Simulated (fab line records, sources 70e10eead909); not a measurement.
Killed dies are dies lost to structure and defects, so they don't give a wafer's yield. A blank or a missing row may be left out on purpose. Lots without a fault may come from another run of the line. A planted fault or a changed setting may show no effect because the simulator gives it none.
A struck lot beside a sound one | flow nand_harc | 18 steps out of a route of 1159
Sound: wafers L162.1, L162.2, L162.3. Struck: wafers L171.2, L171.3, L171.6. The cause comes at the end.
At each step with rows: each side's tool, then ch and its chambers, then its first start. Under that, the readings that differ: sound wafers | struck wafers | difference of the means | sigmas: that difference in standard deviations of wafers without a fault.
alike: readings whose means differ by less than 2 such deviations, and words and numbers that are the same on both sides. not compared: withheld readings, readings that some wafer has no value for, bounds like >300 that may hide the same value, and numbers for which the record gives no deviation and whose values overlap.
The two part at a step that has a row with sigmas, a row that says differs or no value, or rows on one side only. Numbers that don't overlap but have no deviation are shown without sigmas and don't part them. A reading that every wafer of one side lacks parts them only if that side has two wafers or more.

NHARC_A_STAIRCASE_CMP_472: polishes SiO2.
  sound on cmp-01 ch 0,2,3, day 14 12:44; struck on cmp-04 ch 1,2, day 16 22:17
  alike: motor_current_A
then, 1 step without rows for these wafers: NHARC_A_STAIRCASE_SRD_474.
NHARC_A_STAIRCASE_INSPECT_155:
  sound on defect_inspect-01, day 14 13:05; struck on defect_inspect-01, day 16 22:37
  alike: raw_defect_count
NHARC_A_SGD_CUT_DEP_00: deposits SiNx, target thk 50 nm.
  sound on pecvd-01 ch 0,1,2, day 14 13:10; struck on pecvd-02 ch 0,2, day 16 22:43
  alike: heater_power_w, rf_fwd_power_W, susceptor_temp_C
then, 7 steps without rows for these wafers: NHARC_A_SGD_CUT_DEHYDRATE_01 (time 120 s); NHARC_A_SGD_CUT_HMDS_02 (time 30 s); NHARC_A_SGD_CUT_COAT_56 (time 75 s); NHARC_A_SGD_CUT_COAT_57 (time 65 s); NHARC_A_SGD_CUT_COAT_03 (resist thk 90 nm); NHARC_A_SGD_CUT_SOFTBAKE_04 (time 55 s); NHARC_A_SGD_CUT_EBR_05.
NHARC_A_SGD_CUT_EXPOSE_06: exposes mask SGD.
  sound on arfi_scanner-02 ch 0, day 14 13:45; struck on arfi_scanner-02 ch 0, day 16 23:16
  reading                           | sound                   | struck            | difference | sigmas
  model.A_SGD_CUT.overlay_x_nm (nm) | -0.4896 -0.4896 -0.4896 | 5.182 5.182 5.182 | +5.672     |
  alike: mask
then, 2 steps without rows for these wafers: NHARC_A_SGD_CUT_PEB_07 (peb time 65 s); NHARC_A_SGD_CUT_DEVELOP_08 (develop time 35 s).
NHARC_A_SGD_CUT_CD_MEAS_09: target cd 100 nm.
  sound on cd_sem-02 ch 0, day 14 13:53; struck on cd_sem-03 ch 0, day 16 23:25
  alike: cd_nm
NHARC_A_SGD_CUT_OVL_MEAS_10:
  sound on overlay-02, day 14 13:58; struck on overlay-02, day 16 23:40
  reading           | sound          | struck      | difference | sigmas
  overlay_x_nm (nm) | -0.4 -0.5 -0.1 | 4.9 4.6 5.4 | +5.3       | +6
  alike: overlay_y_nm
  not compared: hold
NHARC_A_SGD_CUT_INSPECT_11:
  sound on defect_inspect-02, day 14 14:01; struck on defect_inspect-02, day 17 03:53
  reading | sound | struck                                                                     | difference                   | sigmas
  hold    | - - - | await_dispo/4.2h/release await_dispo/4.2h/release await_dispo/4.2h/release | no value on the sound wafers |
  alike: raw_defect_count
-- the record jumps here: 6 days lie between the struck wafers' starts before and after (it left off in module A_SGD_CUT and takes up again in module END, whose first step shown is number 1159 of the route) --
NHARC_END_SORT_01:
  the record has rows for the struck wafers here (prober-02 ch 0, day 23 08:41) and none for the sound ones

WHERE THEY PART
First at NHARC_A_SGD_CUT_OVL_MEAS_10; last, within this record, at NHARC_END_SORT_01.

WHY: what the simulator had put in
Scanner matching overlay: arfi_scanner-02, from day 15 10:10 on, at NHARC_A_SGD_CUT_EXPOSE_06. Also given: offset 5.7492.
